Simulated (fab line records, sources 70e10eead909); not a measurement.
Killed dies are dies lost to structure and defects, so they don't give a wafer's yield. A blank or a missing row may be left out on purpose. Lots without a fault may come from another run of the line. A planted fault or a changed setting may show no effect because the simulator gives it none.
Chamber matching | flow nand_harc | NHARC_A_CONTACT_DEP_29 on pecvd-04: 3 sister chambers
The step deposits SiON, target thk 100 nm. 16 wafers are shown with their chamber, then 8 later ones without.

WAFERS WITH THEIR CHAMBER
wafer  | chamber | heater_power_w (W)
L075.1 | 2       | 616
L075.2 | 1       | 566
L075.5 | 1       | 583
L078.2 | 0       | 697
L078.4 | 1       | 619
L078.5 | 0       | 732
L080.4 | 0       | 723
L080.5 | 2       | 631
L080.6 | 1       | 625
L081.1 | 0       | 836
L081.2 | 1       | 513
L081.3 | 2       | 699
L083.3 | 1       | 570
L083.5 | 2       | 700
L083.6 | 0       | 810
L084.2 | 1       | 564

SIGNATURES (means of the wafers above)
reading        | chamber 0 | chamber 1 | chamber 2 | scatter within a chamber
heater_power_w | 759.60    | 577.14    | 661.50    | 47.1
Rule: a wafer's distance from a chamber is the root of the sum, over the readings, of the square of ((its reading less the chamber's mean) divided by the reading's scatter). The wafer belongs to the nearest chamber; if the next one is less than 2 further off, it can't be placed. The scatter: the root of (the sum of the squares of (reading less its chamber's mean) over the shown wafers, divided by (wafers less chambers)).

WAFERS WITHOUT THEIR CHAMBER
wafer  | heater_power_w (W)
L084.3 | 706
L084.6 | 768
L090.3 | 556
L090.5 | 691
L090.6 | 723
L097.2 | 804
L097.3 | 657
L097.6 | 670

WHICH CHAMBER EACH WENT THROUGH
wafer  | from the rows above          | in truth
L084.3 | can't be placed: 2 or 0 or 1 | 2
L084.6 | 0                            | 0
L090.3 | can't be placed: 1 or 2      | 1
L090.5 | can't be placed: 2 or 0 or 1 | 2
L090.6 | can't be placed: 0 or 2      | 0
L097.2 | 0                            | 0
L097.3 | can't be placed: 2 or 1      | 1
L097.6 | can't be placed: 2 or 0 or 1 | 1
Placed correctly: 2 of 8. Can't be placed from these rows: 6 (the true chamber is among the candidates in 6). Placed wrongly: 0.
